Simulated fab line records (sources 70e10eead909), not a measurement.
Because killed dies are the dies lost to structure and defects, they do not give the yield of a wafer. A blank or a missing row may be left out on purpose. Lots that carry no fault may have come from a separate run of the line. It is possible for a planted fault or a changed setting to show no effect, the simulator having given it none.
A struck lot beside a sound one + flow nand_harc + 15 steps out of a route of 1302
Sound: the wafers L220.1, L220.3, L220.6. Struck: wafers L229.2, L229.3, L229.4. The cause is given at the end.
Per side, at each step with rows, come the tool, then ch with its chambers, and then its first start. Under that, the readings that differ: sound wafers + struck wafers + difference of the means + sigmas: that difference in standard deviations of wafers without a fault.
alike: readings whose means differ by less than 2 such deviations, and words and numbers that are the same on both sides. not compared: withheld readings, readings that some wafer has no value for, bounds like >300 that may hide the same value, and numbers for which the record gives no deviation and whose values overlap.
Wherever a step has rows on one side only, a row that says differs or no value, or a row with sigmas, the two part there. When numbers do not overlap yet have no deviation, they are printed without sigmas and do not part them. Lack of a reading on every wafer of one side parts them only where that side has two or more wafers.

first, 1 step without rows for these wafers: NHARC_A_ONON_D1_DEP_06 (target thk 1000 nm).
NHARC_A_ONON_D1_THK_MEAS_08: measures by ellipsometry.
  sound on film_metro-02 at day 9 17:01; struck on film_metro-02 at day 14 05:26
| reading     | sound          | struck      | difference | sigmas |
|-------------|----------------|-------------|------------|--------|
| thk_nm (nm) | 1002 1001 1003 | 968 969 967 | -34        | -3     |
then, 1 step without rows for these wafers: NHARC_A_ONON_D1_DEP_09 (target thk 1000 nm).
NHARC_A_ONON_D1_THK_MEAS_11: measures by ellipsometry.
  sound on film_metro-02 at day 9 17:35; struck on film_metro-01 at day 14 06:00
  alike: thk_nm
then, 1 step without rows for these wafers: NHARC_A_ONON_D1_DEP_12 (target thk 1000 nm).
NHARC_A_ONON_D1_THK_MEAS_14: measures by ellipsometry.
  sound on film_metro-01 at day 9 18:09; struck on film_metro-01 at day 14 06:33
| reading     | sound          | struck      | difference | sigmas |
|-------------|----------------|-------------|------------|--------|
| thk_nm (nm) | 1011 1010 1008 | 984 983 982 | -27        | -2     |
then, 2 steps without rows for these wafers: NHARC_A_ONON_D1_ANNEAL_15 (time 3600 s); NHARC_A_ONON_D1_DEP_16 (target thk 1000 nm).
NHARC_A_ONON_D1_THK_MEAS_18: measures by ellipsometry.
  sound on film_metro-02 at day 10 01:54; struck on film_metro-01 at day 14 15:29
  alike: thk_nm
then, 1 step without rows for these wafers: NHARC_A_ONON_D1_DEP_19 (target thk 1000 nm).
NHARC_A_ONON_D1_THK_MEAS_21: measures by ellipsometry.
  sound on film_metro-01 at day 10 02:28; struck on film_metro-02 at day 14 16:03
| reading     | sound       | struck         | difference | sigmas |
|-------------|-------------|----------------|------------|--------|
| thk_nm (nm) | 993 991 994 | 1008 1008 1009 | +16        | +2     |
NHARC_A_ONON_D1_DEP_22: target thk 1000 nm.
  sound on pecvd_onon-02 ch 0, day 10 02:32; struck on pecvd_onon-02 ch 0, day 14 16:10
NHARC_A_ONON_D1_THK_MEAS_24: measures by ellipsometry.
  sound on film_metro-01 at day 10 03:02; struck on film_metro-02 at day 14 16:37
| reading     | sound          | struck      | difference | sigmas |
|-------------|----------------|-------------|------------|--------|
| thk_nm (nm) | 1006 1005 1006 | 576 577 577 | -429       | -39    |
then, 1 step without rows for these wafers: NHARC_A_ONON_D1_DEP_25 (target thk 1000 nm).
-- record jumps: 16 days between struck wafers' starts before vs after; left off in module A_ONON_D1, resumes in module END, first step shown is number 1302 of the route --
NHARC_END_SORT_01:
  at this point the record logs the struck wafers (prober-01 ch 0, day 30 09:40) and has no rows for the sound ones

== WHERE THEY PART ==
Last at NHARC_END_SORT_01 as far as this record goes, first at NHARC_A_ONON_D1_THK_MEAS_08.

WHY: what had been put in by the simulator
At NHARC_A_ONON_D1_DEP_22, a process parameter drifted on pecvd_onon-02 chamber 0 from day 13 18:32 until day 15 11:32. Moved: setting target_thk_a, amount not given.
